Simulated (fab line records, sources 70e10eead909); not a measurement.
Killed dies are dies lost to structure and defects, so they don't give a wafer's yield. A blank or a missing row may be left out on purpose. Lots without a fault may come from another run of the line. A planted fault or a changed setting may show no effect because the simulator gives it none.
fab line records | flow nand_harc
record lots=6 wafers=18 last_day=33
route steps=1302 shown A_BLC@1125 A_M0@1137 END@1302
lots that met no fault: from a run of the same line without faults
start_h: hours from the record's first day to the start of the lot's first wafer shown | wait_h: hours since the lot's step before | " the same as in the row above | L1.1+2: a row that stands for several wafers | - no value, or no start given | * or withheld: withheld | < > ~ a bound
route shown NAME@n: a module of which the file shows steps, and the number in the route of the first | usual: mean/standard deviation of fault-free wafers | same: alike in all rows | chamber/n: place in a boat | sites: the reading at each site | _std_site: their standard deviation | _edge_site: outer sites' mean less inner sites' | radius_mm: how far each site lies from the wafer's centre | mask NAME#n: copy n | behind: the tool/chamber that last shaped the wafer | hold: why the lot was held/for how many hours/how that ended | device: the transistor (n, p or np) that didn't switch | end of line: the same wafers' tests at the end of the route | a step without rows: its recipe alone | killed: dies lost to structure and defects at the first sort, not the wafer's yield | map: a wafer's dies, x killed, . not, _ none there
set.NAME: the setting as run; set.NAME@STEP: as run at that earlier step | model.NAME: the simulator's own value behind a step, which no gauge read
lots at some steps of the route; a table a step, a row a wafer
services: from which hour (start_h, from the record's first day; less than 0 if before it) a tool's chamber was out of use, for how many hours, and why
## steps
# step NHARC_A_BLC_STRIP_29
# recipe cf4_flow_sccm=150 ar_flow_sccm=0 bias_w=0 chemistry=CF4
# usual cf4_flow_sccm=149.9/0.43 drypump_motor_current_A=5.8/0.59 oes_product_au=0.999/0.01 rf_vpp_V=59.1/0.92 showerhead_plenum_p_Torr=1.72/0.051 throttle_valve_pct=13.284/0.0084
# columns lot.wafer tool chamber start_h wait_h cf4_flow_sccm drypump_motor_current_A oes_product_au rf_hours_counter_h rf_vpp_V showerhead_plenum_p_Torr throttle_valve_pct
L908.3 rie_diel-06 0 532.83 0.1 150.5 6.8 1.002 3 59.1 1.70 13.272
L908.2 " 1 " " 150.2 6.2 0.994 3 58.8 1.65 13.280
L908.5 " 3 " " 150.2 4.9 1.002 - 58.3 1.66 13.282
L916.3 rie_diel-08 3 615.38 0.1 150.4 5.7 0.991 6 59.4 1.82 13.276
L916.5 " 0 " " 149.2 5.0 0.995 - 60.4 1.72 13.290
L916.6 " 1 " " 149.0 6.5 1.003 - 58.8 1.70 13.291
L925.3 rie_diel-08 2 692.49 0.1 149.6 5.9 0.995 13 59.9 1.73 13.292
L925.2 " 1 " " 150.1 6.5 1.003 13 59.1 1.70 13.296
L925.5 " 3 " " 149.4 5.7 1.002 - 58.8 1.81 13.280
L928.2 rie_diel-06 1 725.63 0.1 150.2 6.2 0.997 4 58.1 1.65 13.279
L928.1 " 2 " " 149.7 6.0 1.008 4 59.6 1.73 13.282
L928.6 " 0 " " 149.9 6.8 0.994 - 58.9 1.69 13.275
L927.4 rie_diel-06 3 727.64 0.1 149.7 4.9 0.983 4 60.0 1.66 13.292
L927.2 " 0 " " 149.7 6.8 1.005 4 58.9 1.69 13.282
L927.5 " 3 " " 149.4 4.9 0.988 - 58.4 1.66 13.280
L929.3 rie_diel-08 3 739.64 0.1 149.9 5.7 0.999 0 59.8 1.81 13.284
L929.2 " 1 " " 150.0 6.5 1.003 1 60.4 1.70 13.278
L929.5 " 0 " " 149.5 5.0 1.014 - 59.3 1.71 13.284
# step NHARC_A_BLC_STRIP_21
# recipe o2_flow_sccm=500 ar_flow_sccm=0 bias_w=0 chemistry=O2
# step NHARC_A_BLC_STRIP_22
# recipe time_s=600 temp_c=30 chemistry=post_etch_residue_remover
# step NHARC_A_BLC_DEGAS_30
# recipe temp_c=300 time_s=60
# step NHARC_A_BLC_PRE_CLEAN_31
# recipe time_s=15 bias_v=250 gas=Ar
# step NHARC_A_BLC_PVD_32
# recipe target_thk_a=50 chamber_pressure_pa=5 power_w=5000 substrate_temp_c=200 time_s=17.7 material=Ti
# step NHARC_A_BLC_ALD_23
# recipe target_thk_a=30 pulse_time_s=1 ald_cycles=150 temp_c=450 material=TiN
# usual heater_power_w=1051/50 precursor_pulse_height_rel=1.000/0.021
# columns lot.wafer tool chamber start_h wait_h heater_power_w precursor_pulse_height_rel
L908.3 ald_metal-02 0 533.58 - 1055 1.001
L908.2 " 1 " " 1057 0.979
L908.5 " 1 " " 1069 1.007
L916.3 ald_metal-01 3 616.16 - 1104 1.005
L916.6 " 1 " " 991 0.968
L916.5 " 2 " " 972 1.007
L925.2 ald_metal-02 2 693.26 - 1058 0.953
L925.3 " 0 " " 997 1.004
L925.5 " 2 " " 1066 1.025
L928.1 ald_metal-01 3 726.39 - 1089 1.003
L928.2 " 2 " " 963 1.008
L928.6 " 3 " " 1138 1.009
L927.2 ald_metal-02 1 728.43 - 1052 1.004
L927.4 " 2 " " 1061 1.019
L927.5 " 0 " " 1007 1.020
L929.3 ald_metal-02 0 740.42 - 1017 1.008
L929.2 " 1 " " 1066 1.012
L929.5 " 0 " " 1013 0.995
# step NHARC_A_BLC_CVD_24
# recipe target_thk_a=1500 temp_c=300 pressure_torr=40 wf6_flow_sccm=40 h2_flow_sccm=1600 ar_flow_sccm=1560 time_s=434 material=W
# usual heater_power_w=440/26 throttle_valve_pct=8.26/0.28
# same time_s=434
# columns lot.wafer tool chamber start_h wait_h heater_power_w throttle_valve_pct
L908.2 cvd_w-01 1 - - 475 8.38
L908.3 " 0 " " 425 8.24
L908.5 " 1 " " 476 8.47
L916.3 cvd_w-02 1 - - 411 8.15
L916.5 " 0 " " 429 8.22
L916.6 " 1 " " 403 8.02
L925.2 cvd_w-02 0 - - 467 8.02
L925.3 " 0 " " 450 7.75
L925.5 " 0 " " 456 7.96
L928.2 cvd_w-01 0 - - 462 8.36
L928.1 " 1 " " 465 8.59
L928.6 " 1 " " 472 8.58
L927.2 cvd_w-02 0 - - 459 8.24
L927.4 " 0 " " 466 8.06
L927.5 " 0 " " 457 7.79
L929.2 cvd_w-02 0 - - 454 8.06
L929.3 " 0 " " 463 7.84
L929.5 " 0 " " 453 8.02
# step NHARC_A_BLC_CMP_25
# recipe t_overpolish_s=30 target_thk_nm=150
# usual edge_zone_pressure_frac=1.000/0.0053 motor_current_A=11.9/1.1 overpolish_run_s=30.001/0.0093 time_to_endpoint_s=31.0/2.8
# columns lot.wafer tool chamber start_h wait_h edge_zone_pressure_frac motor_current_A overpolish_run_s time_to_endpoint_s
L908.2 cmp-02 3 534.36 0.5 1.006 10.7 29.993 32.4
L908.3 " 0 " " 1.008 13.3 30.012 30.4
L908.5 " 1 " " 1.002 10.2 29.991 33.4
L916.3 cmp-01 3 616.88 0.3 0.998 13.4 30.001 33.6
L916.6 " 2 " " 0.995 11.1 29.992 33.5
L916.5 " 3 " " 1.008 12.5 29.994 31.8
L925.3 cmp-02 2 694.07 0.4 1.001 10.7 29.992 34.1
L925.2 " 3 " " 0.999 11.3 29.990 33.9
L925.5 " 0 " " 0.998 12.3 29.997 31.9
L928.1 cmp-02 0 727.14 0.4 0.995 12.9 30.017 25.2
L928.2 " 1 " " 0.995 11.0 29.997 30.4
L928.6 " 3 " " 1.004 11.0 30.003 28.7
L927.2 cmp-02 3 729.64 0.7 0.996 11.0 29.985 28.0
L927.4 " 0 " " 1.000 13.5 30.003 28.7
L927.5 " 1 " " 1.001 10.3 30.003 30.8
L929.2 cmp-01 3 741.17 0.5 1.009 13.1 29.985 31.6
L929.3 " 0 " " 0.996 12.5 29.986 29.8
L929.5 " 3 " " 1.013 13.7 30.016 31.6
# step NHARC_A_BLC_SRD_27
# step NHARC_A_BLC_INSPECT_28
# usual raw_defect_count=527/140
# columns lot.wafer tool chamber start_h wait_h raw_defect_count
L908.2 defect_inspect-01 - 534.71 0.1 813
L908.3 " - " " 670
L908.5 " - " " 587
L916.3 defect_inspect-01 - 617.26 0.1 570
L916.5 " - " " 380
L916.6 " - " " 404
L925.2 defect_inspect-01 - 694.43 0.1 408
L925.3 " - " " 460
L925.5 " - " " 409
L928.1 defect_inspect-01 - 727.52 0.1 404
L928.2 " - " " 564
L928.6 " - " " 460
L927.2 defect_inspect-01 - 730.00 0.1 887
L927.4 " - " " 710
L927.5 " - " " 625
L929.2 defect_inspect-02 - 741.54 0.1 644
L929.3 " - " " 933
L929.5 " - " " 524
# step NHARC_A_M0_DEP_00
# recipe target_thk_a=1500 target_thk_nm=150 temp_c=withheld pressure_torr=5 flow_sccm=200 rf_w=600 material=SiOC
# usual showerhead_vpp_V=1489/32
# columns lot.wafer tool chamber start_h wait_h showerhead_vpp_V
L908.3 pecvd-03 1 534.78 0.1 1504
L908.2 " 2 " " 1484
L908.5 " 1 " " 1499
L916.3 pecvd-01 2 617.42 0.2 1434
L916.6 " 0 " " 1484
L916.5 " 2 " " 1463
L925.2 pecvd-02 2 694.49 0.1 1478
L925.3 " 1 " " 1472
L925.5 " 0 " " 1518
L928.1 pecvd-02 0 727.59 0.1 1498
L928.2 " 1 " " 1493
L928.6 " 0 " " 1513
L927.2 pecvd-02 2 730.07 0.1 1479
L927.5 " 0 " " 1489
L927.4 " 1 " " 1454
L929.3 pecvd-01 0 741.61 0.1 1539
L929.2 " 1 " " 1501
L929.5 " 0 " " 1529
# step NHARC_A_M0_DEHYDRATE_01
# recipe temp_c=150 time_s=120
# step NHARC_A_M0_HMDS_02
# recipe time_s=30
# step NHARC_A_M0_COAT_33
# recipe temp_c=200 time_s=65
# step NHARC_A_M0_COAT_03
# recipe spin_rpm=1500 resist_thk_nm=90
# step NHARC_A_M0_SOFTBAKE_04
# recipe temp_c=105 time_s=55
# step NHARC_A_M0_EBR_05
# step NHARC_A_M0_EXPOSE_06
# recipe na=1.35 target_cd_nm=80 dose_mj=83.25 mask_id=A_M0
# step NHARC_A_M0_PEB_07
# recipe peb_temp_c=100 peb_time_s=65
# step NHARC_A_M0_DEVELOP_08
# recipe develop_time_s=35 dev_temp_c=23
# step NHARC_A_M0_CD_MEAS_09
# recipe target_cd_nm=80 landing_energy_ev=500
# usual cd_nm=80.1/0.57
# columns lot.wafer tool chamber start_h wait_h cd_nm
L908.2 cd_sem-02 0 535.49 - 79.1
L908.3 " 0 " " 80.7
L908.5 " 0 " " 79.7
L916.3 cd_sem-01 0 618.17 - 79.9
L916.5 " 0 " " 80.1
L916.6 " 0 " " 80.4
L925.2 cd_sem-02 0 695.21 - 80.4
L925.3 " 0 " " 79.8
L925.5 " 0 " " 80.3
L928.1 cd_sem-01 0 728.42 - 80.5
L928.2 " 0 " " 80.2
L928.6 " 0 " " 80.4
L927.2 cd_sem-02 0 730.78 - 79.6
L927.4 " 0 " " 79.7
L927.5 " 0 " " 80.1
L929.2 cd_sem-02 0 742.44 - 79.1
L929.3 " 0 " " 79.6
L929.5 " 0 " " 80.0
# step NHARC_A_M0_OVL_MEAS_10
# recipe pitch_nm=160
# usual overlay_x_nm=-0.2/0.6 overlay_y_nm=-0.1/0.83
# columns lot.wafer tool chamber start_h wait_h overlay_x_nm overlay_y_nm
L908.2 overlay-01 - 535.58 - 0.0 -0.8
L908.3 " - " " -0.5 -0.5
L908.5 " - " " -0.1 -0.6
L916.3 overlay-02 - 618.25 - -0.1 -0.7
L916.5 " - " " -0.5 -1.2
L916.6 " - " " -0.5 -0.8
L925.2 overlay-01 - 695.29 - 0.7 -0.6
L925.3 " - " " 0.7 -0.6
L925.5 " - " " 1.2 -0.8
L928.1 overlay-01 - 728.50 - -1.6 -0.1
L928.2 " - " " -1.3 -0.3
L928.6 " - " " -1.6 -0.8
L927.2 overlay-01 - 730.87 - 0.4 -0.7
L927.4 " - " " 0.1 -0.8
L927.5 " - " " 0.1 -0.9
L929.2 overlay-01 - 742.53 - 0.3 -0.5
L929.3 " - " " -0.1 -0.9
L929.5 " - " " 0.1 -0.1
# step NHARC_A_M0_INSPECT_11
# usual raw_defect_count=83/37
# columns lot.wafer tool chamber start_h wait_h raw_defect_count
L908.2 defect_inspect-01 - 535.61 0.0 111
L908.3 " - " " 116
L908.5 " - " " 125
L916.3 defect_inspect-01 - 618.29 0.0 85
L916.5 " - " " 92
L916.6 " - " " 76
L925.2 defect_inspect-01 - 695.33 0.0 51
L925.3 " - " " 40
L925.5 " - " " 46
L928.1 defect_inspect-02 - 728.54 0.0 711
L928.2 " - " " 115
L928.6 " - " " 695
L927.2 defect_inspect-02 - 730.90 0.0 72
L927.4 " - " " 79
L927.5 " - " " 669
L929.2 defect_inspect-02 - 742.57 0.0 117
L929.3 " - " " 108
L929.5 " - " " 98
# step NHARC_A_M0_DESCUM_14
# recipe time_s=3 o2_flow_sccm=200 ar_flow_sccm=0 bias_power_w=0 chemistry=O2
# usual drypump_motor_current_A=5.8/0.5 oes_product_au=0.996/0.011 rf_vpp_V=57.8/0.81 showerhead_plenum_p_Torr=1.91/0.078 throttle_valve_pct=11.311/0.0098
# same time_s=3
# columns lot.wafer tool chamber start_h wait_h drypump_motor_current_A oes_product_au rf_hours_counter_h rf_vpp_V showerhead_plenum_p_Torr throttle_valve_pct
L908.3 rie_diel-07 2 535.68 0.1 6.4 0.980 3.5 57.2 1.81 11.301
L908.2 " 3 " " 5.4 0.990 3.7 57.5 1.85 11.327
L908.5 " 2 " " 6.4 0.977 - 56.4 1.81 11.298
L916.3 rie_diel-01 3 618.38 0.1 4.8 0.999 3.8 57.2 1.95 11.312
L916.6 " 0 " " 4.8 0.997 - 60.0 1.83 11.310
L916.5 " 1 " " 5.1 0.992 - 59.7 2.05 11.308
L925.2 rie_diel-05 1 695.41 0.1 6.0 0.999 3.7 58.4 1.85 11.298
L925.3 " 2 " " 6.4 1.006 3.6 57.4 1.98 11.307
L925.5 " 3 " " 6.2 1.005 - 58.6 1.98 11.302
L928.2 rie_diel-05 2 728.61 0.1 6.3 1.016 4.7 58.6 1.98 11.311
L928.1 " 3 " " 6.1 0.996 5.3 57.8 1.98 11.307
L928.6 " 2 " " 6.3 1.006 - 57.4 1.98 11.308
L927.4 rie_diel-07 3 730.96 0.1 5.4 0.999 3.8 57.7 1.85 11.302
L927.2 " 1 " " 5.8 1.029 4.5 58.5 1.91 11.312
L927.5 " 0 " " 5.7 1.014 - 57.2 1.80 11.304
L929.3 rie_diel-05 0 742.63 0.1 6.0 0.999 5.5 58.3 1.93 11.327
L929.2 " 3 " " 6.1 1.006 5.7 57.7 1.98 11.330
L929.5 " 0 " " 6.0 0.999 - 58.2 1.93 11.313
# step NHARC_END_SORT_01
# recipe temp_c=25
# usual defect_limited_yield=90.9/2.8 killed_at_array=57/20 killed_at_other=1.3/1.4 killed_at_periphery=3.4/2.4 killed_dies=61/19 killed_open=2.9/1.8 killed_short=2.5/1.6
# same gross_dies=677
# columns lot.wafer tool chamber start_h wait_h defect_limited_yield[%] killed_at_array killed_at_other killed_at_periphery killed_dies killed_open killed_short
L908.2 prober-01 0 577.80 2.8 88.9 73 0 2 75 3 5
L908.3 prober-01 0 578.61 3.1 89.1 70 1 3 74 3 1
L908.5 prober-01 0 580.22 3.7 93.1 45 0 2 47 2 1
L925.2 prober-01 0 735.19 2.8 93.1 41 2 4 47 1 5
L925.3 prober-01 0 735.98 3.1 93.9 33 2 6 41 3 2
L925.5 prober-01 0 737.55 3.6 92.3 48 1 3 52 6 6
L927.2 prober-02 0 771.37 2.8 91.1 57 0 3 60 5 3
L927.4 prober-02 0 772.98 3.4 91.9 52 2 1 55 7 1
L927.5 prober-02 0 773.79 3.7 79.8 134 1 2 137 5 3
L928.1 prober-01 0 778.26 2.5 78.3 143 2 2 147 3 1
L928.2 prober-01 0 779.06 2.8 90.5 59 3 2 64 4 2
L928.6 prober-01 0 782.25 4.0 73.6 171 5 3 179 1 2
# killed by level:class
L908.2 A_CHANNEL_HOLE_D1:chamber_film_flake=29 A_CHANNEL_HOLE_D2:chamber_film_flake=28 A_DECK1_JOINT:chamber_film_flake=3 A_CONTACT:chamber_film_flake=3 A_CHANNEL_FILL_D1:geometric_particle:short=2 A_CHANNEL_FILL_D1:chamber_film_flake=2 P_CONTACT:geometric_particle:open=1 A_ONON_D1:geometric_particle:open=1
L908.3 A_CHANNEL_HOLE_D2:chamber_film_flake=28 A_CHANNEL_HOLE_D1:chamber_film_flake=23 A_CONTACT:chamber_film_flake=7 A_WL_FILL:chamber_film_flake=3 A_DECK1_JOINT:chamber_film_flake=2 P_M1:geometric_particle:open=1 A_ONON_D2:geometric_particle:short=1 A_ONON_D2:geometric_particle:open=1
L908.5 A_CHANNEL_HOLE_D2:chamber_film_flake=19 A_CHANNEL_HOLE_D1:chamber_film_flake=15 A_CONTACT:chamber_film_flake=2 P_STI:chamber_film_flake=2 A_STAIRCASE:chamber_film_flake=2 A_WL_FILL:chamber_film_flake=2 A_ONON_D1:geometric_particle:open=1 A_CHANNEL_FILL_D2:geometric_particle:short=1
L925.2 A_CHANNEL_HOLE_D2:chamber_film_flake=21 A_CHANNEL_HOLE_D1:chamber_film_flake=11 A_SLIT:chamber_film_flake=3 A_DECK1_JOINT:geometric_particle:short=2 THIN_TSV:chamber_film_flake=2 P_M0:geometric_particle:short=1 P_M2:geometric_particle:short=1 A_ONON_D2:geometric_particle:open=1
L925.3 A_CHANNEL_HOLE_D2:chamber_film_flake=19 A_CHANNEL_HOLE_D1:chamber_film_flake=9 P_CONTACT:geometric_particle:open=2 P_M2:chamber_film_flake=2 A_SLIT:chamber_film_flake=2 P_STI:geometric_particle:open=1 A_WL_FILL:geometric_particle:short=1 P_STI:chamber_film_flake=1
L925.5 A_CHANNEL_HOLE_D2:chamber_film_flake=25 A_SLIT:chamber_film_flake=5 A_CHANNEL_HOLE_D1:chamber_film_flake=5 A_ONON_D1:geometric_particle:short=4 A_DECK1_JOINT:chamber_film_flake=2 P_CONTACT:geometric_particle:open=1 A_ONON_D1:geometric_particle:open=1 A_CHANNEL_HOLE_D1:geometric_particle:short=1
L927.2 A_CHANNEL_HOLE_D2:chamber_film_flake=24 A_CHANNEL_HOLE_D1:chamber_film_flake=18 A_SLIT:chamber_film_flake=7 P_GATE:geometric_particle:open=2 P_CONTACT:geometric_particle:open=1 A_ONON_D1:geometric_particle:open=1 A_ONON_D1:geometric_particle:short=1 A_CHANNEL_HOLE_D1:geometric_particle:short=1
L927.4 A_CHANNEL_HOLE_D2:chamber_film_flake=24 A_CHANNEL_HOLE_D1:chamber_film_flake=9 A_SLIT:chamber_film_flake=5 A_CONTACT:chamber_film_flake=4 A_DECK1_JOINT:geometric_particle:open=2 A_CHANNEL_FILL_D2:geometric_particle:open=2 A_STAIRCASE:chamber_film_flake=2 THIN_TSV:chamber_film_flake=2
L927.5 A_M0:unspecified=86 A_CHANNEL_HOLE_D2:chamber_film_flake=27 A_CHANNEL_HOLE_D1:chamber_film_flake=13 A_SLIT:chamber_film_flake=2 P_CONTACT:geometric_particle:open=1 P_M2:geometric_particle:open=1 A_CHANNEL_HOLE_D2:geometric_particle:open=1 A_CHANNEL_HOLE_D2:geometric_particle:short=1
L928.1 A_M0:unspecified=81 A_CHANNEL_HOLE_D2:chamber_film_flake=22 A_CHANNEL_HOLE_D1:chamber_film_flake=17 A_SLIT:chamber_film_flake=12 A_CONTACT:chamber_film_flake=5 A_CHANNEL_FILL_D2:chamber_film_flake=2 THIN_TSV:chamber_film_flake=2 P_M0:geometric_particle:open=1
L928.2 A_SLIT:chamber_film_flake=23 A_CHANNEL_HOLE_D2:chamber_film_flake=16 A_CHANNEL_HOLE_D1:chamber_film_flake=8 A_CONTACT:chamber_film_flake=5 THIN_TSV:chamber_film_flake=3 P_STI:chamber_film_flake=2 A_ONON_D1:geometric_particle:short=1 A_DECK1_JOINT:geometric_particle:open=1
L928.6 A_M0:unspecified=98 A_SLIT:chamber_film_flake=36 A_CHANNEL_HOLE_D2:chamber_film_flake=17 A_CHANNEL_HOLE_D1:chamber_film_flake=10 THIN_TSV:chamber_film_flake=5 A_CONTACT:chamber_film_flake=4 A_WL_FILL:chamber_film_flake=3 P_GATE:chamber_film_flake=2
# map L927.5 (x killed, . not)
____________.____________
_________......._________
_______......x..x._______
______.....x.x.xx.x______
_____.......xxxxxxx._____
____.........xx.xxxx.____
____......x....xx.x..____
___..x.xx...x..xxx.x..___
___..x.xxx.....xxx....___
__..xxxxxxx............__
__..xxxxxxxx...x.......__
_...xxxxxx..x..........._
_....xxxxxxx.x.........._
_...xxxxxxxxx..........._
_...xxxxxxxxxx.........._
_...xxxxxxx............._
.....xxxxxxxx............
....xxxxxxx.xx...........
....xxxxxx........x......
......xxxx...............
....x....................
_.x....................._
_....x......x..........._
_..x.x..........x......._
_..x..x................._
_..x.x.........x........_
__.....................__
__.....................__
___...................___
___...................___
____.................____
____.................____
_____..............._____
______...........x.______
_______..........._______
_________......._________
____________.____________
# map L928.6 (x killed, . not)
____________.____________
_________......._________
_______..x..x..x.._______
______.......xxxxx.______
_____.........xxxx.._____
____.........x.xxxx..____
____.xx.x......xxx...____
___.xxx.xx...xxxx.x...___
___x...xxxx...x.x.....___
__.xxxxxxxx.x....xx....__
__.xxxxxxxx............__
_...xxxxxxxx............_
_...xxxxxxxx............_
_.x.xxxxxxxxx..........._
_...xxxxxxxxx..........._
_...xxxxxxxxxx.........._
....xxxxxxxx.............
....xxxxxxx.......x......
...xx.xxxx.xx............
..x..xxxxxx..............
x..x.x..x.x..............
_xxxxxx................._
_..x..x.......x.....x..._
_.xxxxx..............x.._
_.x.xxxxx............x.._
_.xxx..............xx..._
__.x....x....x.........__
__...xxx...............__
___..x................___
___...................___
____.............x...____
____....x........x...____
_____.............x._____
______.............______
_______..........._______
_________......._________
____________.____________
## services
# columns tool chamber start_h hours kind
ald_metal-02 3 509.29 8.7 repair
cvd_w-02 - 513.10 0.5 repair
cmp-02 - 513.23 5.4 repair
ald_metal-02 0 518.36 2.9 repair
ald_metal-01 - 526.00 10.0 pm
cmp-02 - 526.51 4.0 pm
rie_diel-07 1 539.78 1.9 repair
rie_diel-08 - 544.80 9.0 pm
rie_diel-06 1 568.69 5.0 repair
rie_diel-06 3 581.97 6.5 repair
rie_diel-05 - 583.60 9.0 pm
pecvd-02 - 589.55 13.0 pm
ald_metal-02 - 610.00 10.0 pm
cmp-02 - 619.45 0.8 repair
cmp-02 - 624.51 4.0 pm
rie_diel-08 2 628.38 5.5 repair
cvd_w-02 - 631.33 13.0 pm
rie_diel-06 - 644.38 0.6 repair
rie_diel-06 - 661.20 9.0 pm
rie_diel-08 1 663.81 3.3 repair
ald_metal-02 3 671.78 21.9 repair
cmp-02 - 683.48 0.8 repair
rie_diel-08 - 721.80 9.0 pm
cmp-02 - 722.51 4.0 pm
## key
first_sign step=NHARC_A_M0_INSPECT_11 reading=raw_defect_count direction=up sigmas=17 usual=83 struck=692
effect step=NHARC_END_SORT_01 reading=defect_limited_yield direction=down sigmas=4.9 usual=90.9 struck=77.2
more_kills_born_at NHARC_A_M0_DEP_00@pecvd-02=265
met_at NHARC_A_M0_DEP_00
struck_wafers L927.5,L928.1,L928.6
onset_between 694.49 727.59
fault kind=chamber_particle_source tool=pecvd-02 chamber=0 onset_h=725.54 steps=NHARC_A_M0_DEP_00 rate_per_visit_cm2=0.92889 end_h=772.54
